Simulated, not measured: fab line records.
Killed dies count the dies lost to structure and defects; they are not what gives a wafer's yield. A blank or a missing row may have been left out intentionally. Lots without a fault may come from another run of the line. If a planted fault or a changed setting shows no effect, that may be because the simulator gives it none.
Struck lot and sound lot, side by side | flow n5 finfet | 28 steps out of a route of 1938
Sound: wafers L478.2, L478.5, L478.6. Wafers struck: L479.1, L479.5, L479.6. The cause comes at the end.
At each step with rows: each side's tool, then ch and its chambers, then its first start. Under that, the readings that differ: sound wafers | struck wafers | difference of the means | sigmas: that difference in standard deviations of wafers without a fault.
alike: readings with means less than 2 such deviations apart, plus words and numbers identical on both sides. not compared: withheld readings, readings lacking a value on some wafer, bounds such as >300 that could conceal the same value, and numbers that have no deviation in the record and whose values overlap.
A row with sigmas, a row that says differs or no value, or rows on one side alone: a step with any of these is where the two part. Non-overlapping numbers with no deviation appear without sigmas and do not part them. A reading that every wafer of one side lacks parts them only if that side has two wafers or more.

first, 11 steps without rows for these wafers: N5_DUMMY_REMOVAL_STRIP_10 (strips in N2/H2, time 40 s); N5_DUMMY_REMOVAL_PRECLEAN_07 (cleans in dHF, time 30 s); N5_DUMMY_REMOVAL_DUMMY_REMOVE_02 (chemistry TMAH, target poly-Si, stops on SiO2, target depth 142 nm, time 57 s, rinse time 30 s); N5_DUMMY_REMOVAL_PRECLEAN_08 (cleans in NF3:NH3, afs cycles 2, time 20 s, sublimation time 60 s); N5_DUMMY_REMOVAL_PRECLEAN_04 (cleans in DHF, time 37 s); N5_DUMMY_REMOVAL_SRD_05 (time 30 s); N5_HKMG_FIN_IL_REGROW_00 (material SiO2, chemistry O3, target thk 0.75 nm, time 30 s); N5_HKMG_FIN_HK_ALD_01 (deposits HfO2, target thk 1.6 nm, pulse time 3 s, purge time 3 s); N5_HKMG_FIN_HK_ANNEAL_02 (time 30 s); N5_HKMG_FIN_ALD_74 (deposits La2O3, target thk 0.5 nm, pulse time 6 s, co reactant pulse time 1 s); N5_HKMG_FIN_ALD_75 (deposits Al2O3, target thk 1 nm, co reactant pulse time 1 s).
N5_HKMG_FIN_COAT_41: time 60 s, resist thk 300 nm.
  sound on litho track-05 ch 0, day 7 17:10; struck on litho track-04 ch 0, day 7 22:55
  reading                                   | sound                | struck               | difference | sigmas
  spin speed rpm (rpm)                      | 1498.2 1499.4 1497.7 | 1422.2 1422.7 1422.3 | -76.0      | -85
  model.SOC_of_HKMG_FIN_COAT_41.thk nm (nm) | 299.8 299.6 300      | 309.4 308 308.6      | +8.9       |
  alike: heater power total W, resist line temp C
then, 13 steps without rows for these wafers: N5_HKMG_FIN_COAT_42 (time 60 s, resist thk 35 nm); N5_HKMG_FIN_COAT_43 (resist thk 90 nm); N5_HKMG_FIN_EBR_45; N5_HKMG_FIN_SOFTBAKE_44 (time 60 s); N5_HKMG_FIN_EXPOSE_46 (exposes mask NDIPOLE); N5_HKMG_FIN_PEB_47 (peb time 60 s); N5_HKMG_FIN_DEVELOP_48 (develop time 30 s); N5_HKMG_FIN_DESCUM_53 (chemistry O2, time 7.9 s); N5_HKMG_FIN_ETCH_54 (etches SiARC in CF4, target depth 45.5 nm, time 75.8 s); N5_HKMG_FIN_ETCH_55 (etches SOC in N2/H2, target depth 240 nm, time 300 s); N5_HKMG_FIN_STRIP_56 (strips in N2/H2); N5_HKMG_FIN_STRIP_57 (strips in CF4); N5_HKMG_FIN_ETCH_58 (etches SOC in N2/H2, target depth 215.8 nm, time 741 s).
N5_HKMG_FIN_STRIP_93: strips SOC in N2/H2, time 20 s.
  sound on rie diel-01 ch 0,1,2, day 7 18:20; struck on rie diel-04 ch 0,1,3, day 7 23:59
  alike: drypump motor current A, oes product au, rf vpp V, showerhead plenum p Torr, throttle valve pct
  not compared: rf hours counter h, model.SOC_of_HKMG_FIN_COAT_41.thk nm
then, 1 step without rows for these wafers: N5_HKMG_FIN_WET_ETCH_76 (etches Al2O3 in dNH4OH, stops on La2O3, target depth 2.25 nm, rinse time 30 s).
-- the record jumps here: 4 days lie between the struck wafers' starts before and after (it left off in module HKMG_FIN and takes up again in module BEOL_M4, whose first step shown is number 1111 of the route) --
N5_BEOL_M4_RC_MEAS_101:
  sound on prober-02 ch 0, day 12 06:02; struck on prober-02 ch 0, day 12 08:23
  reading        | sound          | struck         | difference | sigmas
  DIBL_P (mV/V)  | 42.2 41.4 39.3 | 35.6 33.9 37.4 | -5.3       | -2
  IOFF_N (nA/um) | 0.26 0.24 0.20 | 0.14 0.11 0.17 | -0.09      | -3
  IOFF_P (nA/um) | 0.34 0.31 0.28 | 0.19 0.17 0.23 | -0.11      | -3
  VT_P (mV)      | -242 -242 -245 | -254 -252 -247 | -8         | -2
  alike: DIBL_N, ION_N, ION_P, SS_N, SS_P, VT_N

== WHERE THEY PART ==
Last at N5_BEOL_M4_RC_MEAS_101 as far as this record goes, first at N5_HKMG_FIN_COAT_41.

WHY: what the simulator had put in
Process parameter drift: litho track-04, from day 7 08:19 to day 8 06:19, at N5_HKMG_FIN_COAT_41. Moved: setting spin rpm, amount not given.
